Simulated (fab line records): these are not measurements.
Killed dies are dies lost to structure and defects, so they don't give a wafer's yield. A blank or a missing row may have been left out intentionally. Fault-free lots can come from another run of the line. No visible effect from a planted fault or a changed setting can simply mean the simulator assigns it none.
fab line records	flow n5_finfet
record lots=11	wafers=30	last_day=18
route steps=1938 shown BEOL_M7@1299 PASSIVATION@1936
lots untouched by any fault: they come from a run of this same line in which no faults occurred
start_h: start of the lot's first displayed wafer, in hours after the record's first day	wait_h: hours from the lot's prior step to this one	" as in the row above	L1.1+2: one row covering several wafers at once	- no value present, or no start provided	* or withheld: withheld	< > ~ a bound
route shown NAME@n: names a module that has steps shown in the file, with the first one's number in the route	usual: average and standard deviation across the fault-free wafers	same: alike in all rows	chamber/n: place in a boat	sites: the reading at each site	_std_site: their standard deviation	_edge_site: inner sites' mean taken away from outer sites' mean	radius_mm: how far each site lies from the wafer's centre	mask NAME#n: copy n	behind: tool/chamber where the wafer was last shaped	hold: reason for holding the lot/hours on hold/outcome of the hold	device: transistor that didn't switch, given as n, p or np	end of line: tests run on the same wafers once the route is complete	for a step that has no rows: nothing shown but its recipe	killed: the dies lost at the first sort to structure and to defects; this is not the yield of the wafer	map: a wafer's dies, x killed, . not, _ none there
set.NAME: the setting the step ran with; set.NAME@STEP: the setting that earlier step ran with	model.NAME: the simulator's own value behind a step, which no gauge read
route steps across a sampled set of lots; one table per step, one row per wafer
services: the hour from which a tool's chamber was out of use, counted from the record's first day as start_h (under 0 if before that day), plus the number of hours and why
## steps
# step N5_BEOL_M7_DESCUM_33
# recipe chemistry=O2	time_s=7	source_power_w=50	bias_power_w=20	pressure_mtorr=20	rf_frequency_hz=2.712e+07	temp_c=40	resist=CAR-EUV	o2_flow_sccm=225
# usual drypump_motor_current_A=5.6/0.41	oes_product_au=0.77/0.091	rf_vpp_V=242.8/1.4	showerhead_plenum_p_Torr=2.07/0.071	throttle_valve_pct=20.57/0.28
lot.wafer	tool	chamber	start_h	wait_h	drypump_motor_current_A	oes_product_au	rf_hours_counter_h	rf_vpp_V	showerhead_plenum_p_Torr	throttle_valve_pct
L138.2	rie_diel-03	2	204.86	0.0	5.9	1.00	3	242.5	2.06	20.59
L138.5	"	0	"	"	5.4	0.72	-	245.0	2.19	20.85
L143.1	rie_diel-01	0	229.11	0.9	6.4	0.72	188	242.7	2.09	20.36
L143.3	"	2	"	"	6.1	0.74	172	245.2	2.18	20.16
L141.1	rie_diel-03	0	229.36	1.1	5.3	0.71	205	243.4	2.18	20.86
L141.6	"	1	"	"	5.1	0.67	-	242.5	2.05	20.83
L146.1	rie_diel-02	1	252.02	0.1	5.6	0.76	165	241.6	2.00	20.75
L146.5	"	3	"	"	5.3	0.80	-	243.9	2.13	20.40
L146.6	"	0	"	"	5.6	0.91	-	244.1	2.15	20.13
L147.2	rie_diel-01	2	261.95	0.0	6.1	0.72	182	242.9	2.17	20.18
L147.3	"	3	"	"	6.0	0.69	224	240.6	2.00	21.15
L147.4	"	1	"	"	5.3	0.74	179	240.1	1.97	20.47
L149.1	rie_diel-02	0	262.68	0.3	5.6	0.91	19	245.0	2.15	20.13
L149.3	"	1	"	"	5.6	0.75	168	242.3	2.00	20.77
L149.4	"	3	"	"	5.3	0.81	98	243.3	2.13	20.39
L148.1	rie_diel-02	0	271.79	0.0	5.6	0.91	21	244.0	2.15	20.13
L148.2	"	1	"	"	5.6	0.74	170	242.9	2.00	20.78
L148.3	"	2	"	"	5.9	0.74	168	243.9	2.08	20.42
L152.1	rie_diel-03	0	272.19	0.3	5.4	0.70	220	244.8	2.18	20.89
L152.2	"	2	"	"	5.9	0.91	29	241.5	2.05	20.64
L152.5	"	2	"	"	5.9	0.91	-	242.5	2.05	20.62
L154.1	rie_diel-03	2	298.74	0.0	5.9	0.88	38	242.7	2.05	20.66
L154.2	"	1	"	"	5.1	0.95	10	242.4	2.04	20.50
L154.3	"	0	"	"	5.4	0.70	229	245.1	2.18	20.89
L159.1	rie_diel-01	3	343.37	0.0	6.1	0.68	250	240.4	1.99	21.16
L159.2	"	1	"	"	5.3	0.72	204	242.5	1.96	20.50
L159.5	"	0	"	"	6.4	0.69	-	241.5	2.08	20.41
L161.1	rie_diel-03	2	347.46	0.2	5.8	0.89	48	242.8	2.04	20.67
L161.3	"	0	"	"	5.4	0.69	244	241.8	2.17	20.92
L161.5	"	2	"	"	5.9	0.89	-	242.7	2.04	20.67
# step N5_BEOL_M7_TRENCH_ETCH_37
# recipe chemistry=C4F6/O2	target_depth_a=934.78	target=SiCOH_lowk	time_s=31.2	ion_energy_ev=250	pressure_mtorr=30	source_w=345	bias_w=185	Ar_flow_sccm=300	C4F6_flow_sccm=10	O2_flow_sccm=10
# usual drypump_motor_current_A=5.6/0.4	oes_product_au=0.77/0.092	rf_vpp_V=663/16	showerhead_plenum_p_Torr=2.80/0.086	throttle_valve_pct=21.01/0.27
lot.wafer	tool	chamber	start_h	wait_h	drypump_motor_current_A	oes_product_au	rf_hours_counter_h	rf_vpp_V	showerhead_plenum_p_Torr	throttle_valve_pct
L138.2	rie_diel-03	2	205.13	-	5.9	1.01	3	651	2.75	20.83
L138.5	"	0	"	"	5.4	0.73	-	675	2.93	21.15
L143.1	rie_diel-01	0	229.38	-	6.4	0.73	188	685	2.81	20.64
L143.3	"	2	"	"	6.1	0.73	172	667	2.93	20.56
L141.1	rie_diel-03	0	229.64	-	5.4	0.72	205	673	2.93	21.18
L141.6	"	1	"	"	5.1	0.66	-	655	2.80	21.41
L146.1	rie_diel-02	1	252.30	-	5.6	0.75	165	651	2.74	21.27
L146.5	"	3	"	"	5.4	0.81	-	675	2.87	20.80
L146.6	"	0	"	"	5.6	0.91	-	671	2.93	20.69
L147.2	rie_diel-01	2	262.23	-	6.1	0.71	182	668	2.92	20.59
L147.3	"	3	"	"	6.1	0.70	224	647	2.70	21.45
L147.4	"	1	"	"	5.3	0.73	179	691	2.70	21.03
L149.1	rie_diel-02	0	262.95	-	5.6	0.91	19	671	2.93	20.70
L149.3	"	1	"	"	5.6	0.75	168	652	2.73	21.28
L149.4	"	3	"	"	5.3	0.82	98	673	2.87	20.79
L148.1	rie_diel-02	0	272.07	-	5.6	0.90	21	671	2.93	20.68
L148.2	"	1	"	"	5.6	0.75	170	651	2.73	21.28
L148.3	"	2	"	"	5.9	0.72	168	661	2.85	21.06
L152.1	rie_diel-03	0	272.46	-	5.4	0.70	220	673	2.92	21.18
L152.2	"	2	"	"	5.9	0.92	29	650	2.74	20.86
L152.5	"	2	"	"	5.8	0.93	-	649	2.74	20.88
L154.1	rie_diel-03	2	299.01	-	5.9	0.91	38	649	2.74	20.89
L154.2	"	1	"	"	5.1	0.94	10	656	2.80	21.10
L154.3	"	0	"	"	5.3	0.70	229	673	2.91	21.20
L159.1	rie_diel-01	3	343.64	-	6.0	0.69	250	646	2.68	21.48
L159.2	"	1	"	"	5.3	0.73	204	691	2.69	21.06
L159.5	"	0	"	"	6.4	0.71	-	685	2.79	20.68
L161.1	rie_diel-03	2	347.73	-	5.8	0.89	48	650	2.73	20.90
L161.3	"	0	"	"	5.4	0.70	244	673	2.91	21.24
L161.5	"	2	"	"	5.9	0.89	-	650	2.73	20.90
# step N5_BEOL_M7_OCD_MEAS_38
# usual trench_depth_nm=92.8/2.3
lot.wafer	tool	chamber	start_h	wait_h	trench_depth_nm
L138.2	ocd-02	-	205.29	-	96.1
L138.5	"	-	"	"	91.9
L143.1	ocd-01	-	229.54	-	92.0
L143.3	"	-	"	"	91.6
L141.1	ocd-02	-	229.79	-	91.8
L141.6	"	-	"	"	91.5
L146.1	ocd-01	-	252.45	-	91.4
L146.5	"	-	"	"	95.0
L146.6	"	-	"	"	94.5
L147.2	ocd-02	-	262.39	-	91.9
L147.3	"	-	"	"	93.8
L147.4	"	-	"	"	93.1
L149.1	ocd-02	-	263.11	-	94.6
L149.3	"	-	"	"	92.2
L149.4	"	-	"	"	96.1
L148.1	ocd-01	-	272.22	-	94.1
L148.2	"	-	"	"	90.8
L148.3	"	-	"	"	89.7
L152.1	ocd-02	-	272.62	-	90.7
L152.2	"	-	"	"	95.1
L152.5	"	-	"	"	96.5
L154.1	ocd-01	-	299.17	-	95.6
L154.2	"	-	"	"	96.1
L154.3	"	-	"	"	91.8
L159.1	ocd-02	-	343.80	-	100.7
L159.2	"	-	"	"	94.6
L159.5	"	-	"	"	92.6
L161.1	ocd-01	-	347.89	-	96.0
L161.3	"	-	"	"	91.2
L161.5	"	-	"	"	95.3
# step N5_BEOL_M7_CD_MEAS_35
# recipe target_cd_nm=40	polarity=opening
# usual cd_nm=39.7/0.79
lot.wafer	tool	chamber	start_h	wait_h	cd_nm
L138.2	cd_sem-01	-	205.44	0.0	39.6
L138.5	"	-	"	"	39.7
L143.1	cd_sem-01	-	229.69	0.0	40.6
L143.3	"	-	"	"	38.7
L141.1	cd_sem-02	-	229.95	0.0	40.1
L141.6	"	-	"	"	39.4
L146.1	cd_sem-02	-	252.61	0.0	39.2
L146.5	"	-	"	"	38.9
L146.6	"	-	"	"	40.9
L147.2	cd_sem-01	-	262.54	0.0	40.6
L147.3	"	-	"	"	40.3
L147.4	"	-	"	"	40.7
L149.1	cd_sem-01	-	263.26	0.0	39.8
L149.3	"	-	"	"	38.8
L149.4	"	-	"	"	40.4
L148.1	cd_sem-03	-	272.38	0.0	39.9
L148.2	"	-	"	"	40.2
L148.3	"	-	"	"	40.4
L152.1	cd_sem-01	-	272.77	0.0	38.8
L152.2	"	-	"	"	41.0
L152.5	"	-	"	"	38.9
L154.1	cd_sem-01	-	299.42	0.0	39.3
L154.2	"	-	"	"	38.9
L154.3	"	-	"	"	39.2
L159.1	cd_sem-01	-	343.95	0.0	39.5
L159.2	"	-	"	"	39.0
L159.5	"	-	"	"	37.4
L161.1	cd_sem-01	-	348.04	0.0	38.8
L161.3	"	-	"	"	38.9
L161.5	"	-	"	"	39.3
# step N5_BEOL_M7_DEGAS_44
# recipe ambient=vacuum	temp_c=250	time_s=60
# usual heater_power_w=366/27
lot.wafer	tool	chamber	start_h	wait_h	heater_power_w
L138.2	pvd_sputter-01	-	205.97	0.4	374
L138.5	"	-	"	"	408
L143.1	pvd_sputter-01	-	230.47	0.7	390
L143.3	"	-	"	"	406
L141.1	pvd_sputter-03	-	230.50	0.5	371
L141.6	"	-	"	"	326
L146.1	pvd_sputter-01	-	253.51	0.3	407
L146.5	"	-	"	"	412
L146.6	"	-	"	"	369
L147.2	pvd_sputter-03	-	263.06	0.4	372
L147.3	"	-	"	"	340
L147.4	"	-	"	"	402
L149.1	pvd_sputter-03	-	263.64	0.3	352
L149.3	"	-	"	"	331
L149.4	"	-	"	"	395
L148.1	pvd_sputter-01	-	272.86	0.4	402
L148.2	"	-	"	"	376
L148.3	"	-	"	"	359
L152.1	pvd_sputter-02	-	273.34	0.5	339
L152.2	"	-	"	"	353
L152.5	"	-	"	"	353
L154.1	pvd_sputter-03	-	300.16	0.6	363
L154.2	"	-	"	"	335
L154.3	"	-	"	"	406
L159.1	pvd_sputter-01	-	344.37	0.3	403
L159.2	"	-	"	"	386
L159.5	"	-	"	"	400
L161.1	pvd_sputter-01	-	348.49	0.4	401
L161.3	"	-	"	"	410
L161.5	"	-	"	"	354
# step N5_PASSIVATION_PROBE_49
# usual defect_limited_yield=91.3/1.4	killed_at_M0_to_M3=33/9.9	killed_at_M4_up=15/5.6	killed_at_contacts=13/5.7	killed_at_front_end=38/12	killed_at_other=4/3.1	killed_dies=103/17	killed_open=66/13	killed_short=32/7.8	sort_bin_5_function=5.1/0.95	sort_bin_6_memory=3.2/0.68	sort_bin_8_speed=0.02/0.22	sort_n_pass=1077/17	sort_yield_pct=91.3/1.5
# same gross_dies=1180	killed_at_back_side=0	sort_bin_4_leakage[%]=0
lot.wafer	tool	chamber	start_h	wait_h	defect_limited_yield[%]	killed_at_M0_to_M3	killed_at_M4_up	killed_at_contacts	killed_at_front_end	killed_at_other	killed_dies	killed_open	killed_short	sort_bin_5_function[%]	sort_bin_6_memory[%]	sort_bin_8_speed[%]	sort_n_pass	sort_yield_pct[%]
L138.2	prober-02	-	288.28	0.1	91.0	22	18	19	44	3	106	78	28	5.5	3.4	0	1074	91.0
L138.5	prober-02	-	288.43	0.2	92.7	25	13	10	38	0	86	54	23	4.6	1.9	0	1094	92.7
L143.1	prober-01	-	298.65	0.0	91.0	33	20	12	39	2	106	70	33	5.0	3.6	0	1074	91.0
L143.3	prober-01	-	298.75	0.1	92.8	21	17	12	31	4	85	50	31	3.6	3.2	0	1095	92.8
L141.1	prober-01	-	302.87	0.0	92.6	23	21	10	28	5	87	51	32	5.0	1.9	0	1093	92.6
L141.6	prober-01	-	303.12	0.3	90.2	32	32	9	38	5	116	71	42	5.8	3.6	0	1064	90.2
L146.1	prober-01	-	335.18	0.0	93.1	26	15	11	27	2	81	51	25	3.9	2.5	0	1099	93.1
L146.5	prober-01	-	335.38	0.2	91.1	38	17	13	20	17	105	70	33	5.4	3.5	0	1075	91.1
L146.6	prober-01	-	335.43	0.3	92.7	27	13	8	31	7	86	49	28	3.8	2.6	0	1094	92.7
L147.2	prober-01	-	340.37	0.1	92.8	37	11	10	27	0	85	59	26	4.4	2.8	0	1095	92.8
L147.3	prober-01	-	340.42	0.1	90.4	47	16	12	32	6	113	61	48	5.0	3.9	0	1067	90.4
L147.4	prober-01	-	340.47	0.2	90.1	46	17	14	40	0	117	68	41	5.8	3.7	0	1063	90.1
L149.1	prober-02	-	345.94	0.0	94.2	13	16	4	36	0	69	43	24	3.6	1.9	0	1111	94.2
L149.3	prober-02	-	346.04	0.1	92.5	43	7	9	28	2	89	61	27	5.0	1.9	0	1091	92.5
L149.4	prober-02	-	346.09	0.2	92.8	29	9	7	38	2	85	45	33	4.1	2.3	0	1095	92.8
L152.1	prober-01	-	350.34	0.0	89.2	49	18	14	41	6	128	86	40	6.1	4.4	0	1052	89.2
L152.2	prober-01	-	350.39	0.1	92.0	43	5	17	29	0	94	63	23	4.1	3.1	0	1086	92.0
L152.5	prober-01	-	350.54	0.2	92.5	40	10	11	23	4	88	58	28	4.7	2.5	0	1092	92.5
L148.1	prober-02	-	354.93	0.0	90.3	38	10	16	47	4	115	86	29	6.0	3.6	0	1065	90.3
L148.2	prober-02	-	354.98	0.1	92.3	28	10	20	30	3	91	61	23	4.6	2.8	0	1089	92.3
L148.3	prober-02	-	355.03	0.1	91.6	29	10	9	51	0	99	71	27	5.3	2.8	0	1081	91.6
L154.1	prober-01	-	379.81	0.0	89.0	48	25	5	48	4	130	88	33	5.0	5.1	0	1050	89.0
L154.2	prober-01	-	379.86	0.1	90.9	33	17	5	50	2	107	70	35	5.7	3.2	0	1073	90.9
L154.3	prober-01	-	379.91	0.1	91.3	28	18	9	47	1	103	68	29	4.8	3.6	0	1077	91.3
L159.1	prober-01	-	419.00	0.0	89.9	38	18	14	41	8	119	85	32	5.7	4.2	0.08	1060	89.8
L159.2	prober-01	-	419.05	0.1	92.4	19	8	8	46	9	90	57	27	4.7	2.8	2.63	1059	89.7
L159.5	prober-01	-	419.20	0.2	93.6	19	8	8	34	6	75	56	18	3.4	2.9	0	1105	93.6
L161.1	prober-02	-	432.52	0.0	93.1	15	18	10	38	0	81	52	22	4.7	1.9	0	1099	93.1
L161.3	prober-02	-	432.62	0.1	91.5	38	15	7	37	3	100	61	34	5.3	2.9	0	1080	91.5
L161.5	prober-02	-	432.72	0.2	90.1	26	17	18	53	3	117	67	44	6.0	3.7	0	1063	90.1
# killed by level:class
L138.2 FIN_SAQP:geometric_particle:open=15 MOL_CONTACT_COAG:geometric_particle:open=14 BEOL_M4:geometric_particle:open=10 FIN_SAQP:geometric_particle:short=8 BEOL_M0_SAQP:geometric_particle:open=8 BEOL_M5:geometric_particle:open=6 STI_FIN_REVEAL:geometric_particle:open=5 GATE_CUT:geometric_particle:short=5
L138.5 BEOL_M0_SAQP:geometric_particle:open=8 STI_FIN_REVEAL:geometric_particle:open=8 MOL_CONTACT_COAG:geometric_particle:open=8 HKMG_FIN:area_etch=7 FIN_SAQP:geometric_particle:open=5 ILD0:geometric_particle:short=4 BEOL_M0_SAQP:geometric_particle:short=4 BEOL_M0:geometric_particle:open=4
L143.1 STI_FIN_REVEAL:geometric_particle:open=12 MOL_CONTACT_COAG:geometric_particle:open=11 BEOL_M0:geometric_particle:open=8 BEOL_M2:geometric_particle:open=7 FIN_SAQP:geometric_particle:open=6 BEOL_M0:geometric_particle:short=5 FIN_SAQP:geometric_particle:short=4 GATE_CUT:geometric_particle:short=4
L143.3 MOL_CONTACT_COAG:geometric_particle:open=9 FIN_SAQP:geometric_particle:open=6 DUMMY_GATE:geometric_particle:open=6 FIN_SAQP:geometric_particle:short=5 STARTING-WAFER:geometric_particle:short=5 GATE_CUT:geometric_particle:short=3 MOL_CONTACT_COAG:geometric_particle:short=3 BEOL_M0_SAQP:geometric_particle:short=3
L141.1 FIN_SAQP:geometric_particle:short=9 MOL_CONTACT_COAG:geometric_particle:open=7 BEOL_M0_SAQP:geometric_particle:short=6 BEOL_M1:geometric_particle:open=6 BEOL_M4:geometric_particle:short=6 BEOL_M4:geometric_particle:open=6 DUMMY_GATE:geometric_particle:open=5 BEOL_M0_SAQP:geometric_particle:open=5
L141.6 BEOL_M4:geometric_particle:open=14 FIN_SAQP:geometric_particle:short=10 FIN_SAQP:geometric_particle:open=9 BEOL_M1:geometric_particle:open=8 BEOL_M4:geometric_particle:short=8 BEOL_M0_SAQP:geometric_particle:open=7 BEOL_M0_SAQP:geometric_particle:short=7 MOL_CONTACT_COAG:geometric_particle:open=6
L146.1 BEOL_M0_SAQP:geometric_particle:open=7 STI_FIN_REVEAL:geometric_particle:open=7 MOL_CONTACT_COAG:geometric_particle:open=7 FIN_SAQP:geometric_particle:open=6 BEOL_M3:geometric_particle:open=6 GATE_CUT:geometric_particle:short=5 BEOL_M2:geometric_particle:open=4 BEOL_M6:geometric_particle:open=4
L146.5 BEOL_M3:geometric_particle:open=14 MOL_CONTACT_COAG:geometric_particle:open=11 BEOL_M4:geometric_particle:open=7 BEOL_M0_SAQP:geometric_particle:open=7 MIM_TOP_ETCH:geometric_particle:short=7 BEOL_M2:geometric_particle:open=7 BEOL_M0_SAQP:geometric_particle:short=6 STI_FIN_REVEAL:geometric_particle:open=5
L146.6 BEOL_M3:geometric_particle:open=7 HKMG_FIN:area_etch=7 MOL_CONTACT_COAG:geometric_particle:open=6 FIN_SAQP:geometric_particle:short=5 STI_FIN_REVEAL:geometric_particle:open=5 BEOL_M1:geometric_particle:open=5 BEOL_M4:geometric_particle:open=5 ILD0:geometric_particle:short=3
L147.2 MOL_CONTACT_COAG:geometric_particle:open=9 BEOL_M2:geometric_particle:open=8 BEOL_M0:geometric_particle:open=7 BEOL_M4:geometric_particle:open=7 STI_FIN_REVEAL:geometric_particle:open=6 FIN_SAQP:geometric_particle:short=5 BEOL_M0:geometric_particle:short=5 BEOL_M2:geometric_particle:short=4
L147.3 BEOL_M3:geometric_particle:open=10 FIN_SAQP:geometric_particle:short=9 MOL_CONTACT_COAG:geometric_particle:open=8 BEOL_M2:geometric_particle:open=8 BEOL_M0_SAQP:geometric_particle:short=7 BEOL_M2:geometric_particle:short=7 STI_FIN_REVEAL:geometric_particle:open=6 DUMMY_GATE:geometric_particle:open=5
L147.4 FIN_SAQP:geometric_particle:short=19 BEOL_M0_SAQP:geometric_particle:open=11 BEOL_M4:geometric_particle:open=10 BEOL_M0_SAQP:geometric_particle:short=9 FIN_SAQP:geometric_particle:open=8 MOL_CONTACT_COAG:geometric_particle:open=8 BEOL_M2:geometric_particle:open=6 BEOL_M3:geometric_particle:open=6
L149.1 STI_FIN_REVEAL:geometric_particle:open=9 FIN_SAQP:geometric_particle:short=4 MOL_CONTACT_COAG:geometric_particle:open=4 BEOL_M6:geometric_particle:open=4 STARTING-WAFER:geometric_particle:short=4 FIN_SAQP:geometric_particle:open=3 ILD0:geometric_particle:short=3 BEOL_M1:geometric_particle:short=3
L149.3 BEOL_M1:geometric_particle:open=10 STI_FIN_REVEAL:geometric_particle:open=8 BEOL_M0_SAQP:geometric_particle:open=8 MOL_CONTACT_COAG:geometric_particle:open=7 BEOL_M2:geometric_particle:open=7 FIN_SAQP:geometric_particle:open=5 BEOL_M0_SAQP:geometric_particle:short=5 BEOL_M2:geometric_particle:short=4
L149.4 BEOL_M0_SAQP:geometric_particle:short=7 MOL_CONTACT_COAG:geometric_particle:open=6 BEOL_M0_SAQP:geometric_particle:open=6 HKMG_FIN:area_etch=6 STI_FIN_REVEAL:geometric_particle:open=5 BEOL_M2:geometric_particle:open=5 STI_FIN_REVEAL:geometric_particle:short=4 BEOL_M3:geometric_particle:open=4
L152.1 MOL_CONTACT_COAG:geometric_particle:open=14 BEOL_M0_SAQP:geometric_particle:open=13 BEOL_M0_SAQP:geometric_particle:short=11 FIN_SAQP:geometric_particle:open=9 BEOL_M4:geometric_particle:open=9 FIN_SAQP:geometric_particle:short=8 STI_FIN_REVEAL:geometric_particle:open=7 BEOL_M2:geometric_particle:open=7
L152.2 MOL_CONTACT_COAG:geometric_particle:open=14 BEOL_M0_SAQP:geometric_particle:open=14 BEOL_M0_SAQP:geometric_particle:short=8 BEOL_M3:geometric_particle:open=8 HKMG_FIN:area_etch=8 DUMMY_GATE:geometric_particle:open=5 STI_FIN_REVEAL:geometric_particle:open=4 STARTING-WAFER:geometric_particle:open=4
L152.5 BEOL_M3:geometric_particle:open=13 BEOL_M0_SAQP:geometric_particle:short=9 BEOL_M2:geometric_particle:open=9 MOL_CONTACT_COAG:geometric_particle:open=8 FIN_SAQP:geometric_particle:open=5 STARTING-WAFER:geometric_particle:open=5 BEOL_M4:geometric_particle:short=4 STI_FIN_REVEAL:geometric_particle:open=3
L148.1 STI_FIN_REVEAL:geometric_particle:open=27 MOL_CONTACT_COAG:geometric_particle:open=14 BEOL_M0_SAQP:geometric_particle:short=14 BEOL_M0_SAQP:geometric_particle:open=13 FIN_SAQP:geometric_particle:open=5 STI_FIN_REVEAL:geometric_particle:short=5 BEOL_M1:geometric_particle:open=4 BEOL_M2:geometric_particle:open=4
L148.2 MOL_CONTACT_COAG:geometric_particle:open=15 BEOL_M2:geometric_particle:open=8 FIN_SAQP:geometric_particle:open=7 BEOL_M3:geometric_particle:open=7 STI_FIN_REVEAL:geometric_particle:open=5 MOL_CONTACT_COAG:geometric_particle:short=5 BEOL_M0_SAQP:geometric_particle:open=5 BEOL_M0_SAQP:geometric_particle:short=4
L148.3 STI_FIN_REVEAL:geometric_particle:open=19 FIN_SAQP:geometric_particle:open=8 MOL_CONTACT_COAG:geometric_particle:open=7 BEOL_M0_SAQP:geometric_particle:open=7 BEOL_M1:geometric_particle:open=6 BEOL_M2:geometric_particle:open=6 FIN_SAQP:geometric_particle:short=5 DUMMY_GATE:geometric_particle:open=5
L154.1 BEOL_M2:geometric_particle:open=15 BEOL_M4:geometric_particle:open=11 STI_FIN_REVEAL:geometric_particle:open=10 BEOL_M0:geometric_particle:open=10 BEOL_M0_SAQP:geometric_particle:open=8 HKMG_FIN:area_etch=8 FIN_SAQP:geometric_particle:short=7 BEOL_M5:geometric_particle:open=6
L154.2 STI_FIN_REVEAL:geometric_particle:open=21 BEOL_M4:geometric_particle:open=10 DUMMY_GATE:geometric_particle:open=9 BEOL_M1:geometric_particle:short=6 BEOL_M1:geometric_particle:open=6 BEOL_M2:geometric_particle:open=6 STARTING-WAFER:geometric_particle:short=6 BEOL_M0_SAQP:geometric_particle:short=4
L154.3 BEOL_M2:geometric_particle:open=17 STI_FIN_REVEAL:geometric_particle:open=9 GATE_CUT:geometric_particle:open=7 MOL_CONTACT_COAG:geometric_particle:open=7 BEOL_M4:geometric_particle:open=7 GATE_CUT:geometric_particle:short=5 FIN_SAQP:geometric_particle:short=4 DUMMY_GATE:geometric_particle:short=4
L159.1 STI_FIN_REVEAL:geometric_particle:open=13 BEOL_M3:geometric_particle:open=12 MOL_CONTACT_COAG:geometric_particle:open=10 BEOL_M2:geometric_particle:open=9 BEOL_M3:geometric_particle:short=6 BEOL_M4:geometric_particle:open=6 DUMMY_GATE:geometric_particle:open=5 BEOL_M0_SAQP:geometric_particle:open=5
L159.2 STI_FIN_REVEAL:geometric_particle:open=13 FIN_SAQP:geometric_particle:open=7 MOL_CONTACT_COAG:geometric_particle:open=7 GATE_CUT:geometric_particle:short=4 BEOL_M2:geometric_particle:open=4 FIN_SAQP:geometric_particle:short=3 BEOL_M4:geometric_particle:open=3 ILD0:geometric_particle:short=3
L159.5 STI_FIN_REVEAL:geometric_particle:open=14 MOL_CONTACT_COAG:geometric_particle:open=7 FIN_SAQP:geometric_particle:open=4 DUMMY_GATE:geometric_particle:open=4 BEOL_M0_SAQP:geometric_particle:open=4 BEOL_M1:geometric_particle:open=4 BEOL_M3:geometric_particle:open=3 BEOL_M4:geometric_particle:open=3
L161.1 FIN_SAQP:geometric_particle:open=12 BEOL_M0_SAQP:geometric_particle:open=7 BEOL_M4:geometric_particle:open=7 MOL_CONTACT_COAG:geometric_particle:open=6 BEOL_M5:geometric_particle:open=6 FIN_SAQP:geometric_particle:short=5 STI_FIN_REVEAL:geometric_particle:open=5 DUMMY_GATE:geometric_particle:open=5
L161.3 BEOL_M0_SAQP:geometric_particle:open=12 BEOL_M0_SAQP:geometric_particle:short=9 FIN_SAQP:geometric_particle:short=8 STI_FIN_REVEAL:geometric_particle:open=7 MOL_CONTACT_COAG:geometric_particle:open=7 DUMMY_GATE:geometric_particle:open=6 BEOL_M1:geometric_particle:open=6 FIN_SAQP:geometric_particle:open=5
L161.5 FIN_SAQP:geometric_particle:open=15 FIN_SAQP:geometric_particle:short=11 MOL_CONTACT_COAG:geometric_particle:open=10 STI_FIN_REVEAL:geometric_particle:open=8 BEOL_M0:geometric_particle:open=8 MOL_CONTACT_COAG:geometric_particle:short=7 BEOL_M4:geometric_particle:short=6 STARTING-WAFER:geometric_particle:short=6
## services
tool	chamber	start_h	hours	kind
rie_diel-01	1	197.73	6.1	repair
rie_diel-01	1	210.44	1.8	repair
rie_diel-02	-	212.13	28.1	pm
pvd_sputter-03	-	216.20	4.0	repair
rie_diel-03	1	245.77	-	clean
rie_diel-03	1	245.77	-	consumable_replace:focus_ring
rie_diel-03	1	245.77	18.5	scheduled_down
rie_diel-03	1	245.77	18.5	vent_cycle
rie_diel-02	1	285.26	2.9	repair
rie_diel-02	2	311.15	15.1	repair
rie_diel-03	2	315.58	9.5	repair
rie_diel-01	3	344.62	-	clean
rie_diel-01	3	344.62	-	consumable_replace:focus_ring
rie_diel-01	3	344.62	-	consumable_replace:showerhead
rie_diel-01	3	344.62	16.0	scheduled_down
rie_diel-01	3	344.62	16.0	vent_cycle
rie_diel-01	-	347.50	0.1	repair
## key
first_sign step=N5_BEOL_M7_OCD_MEAS_38	reading=trench_depth_nm	direction=up	sigmas=3.5	usual=92.8	struck=100.7
effect none on later readings
met_at N5_BEOL_M7_TRENCH_ETCH_37
struck_lots L159
struck_wafers L159.1
not_acting_at N5_BEOL_M7_DESCUM_33,N5_BEOL_M7_CD_MEAS_35,N5_BEOL_M7_DEGAS_44
onset_between 262.23 343.64
fault kind=process_parameter_drift	tool=rie_diel-01	chamber=-	onset_h=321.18	steps=N5_BEOL_M7_TRENCH_ETCH_37	channel=time_s	offset=*	shape=step	end_h=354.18	scope=struck_wafers_only	acts_in=*	stated=*
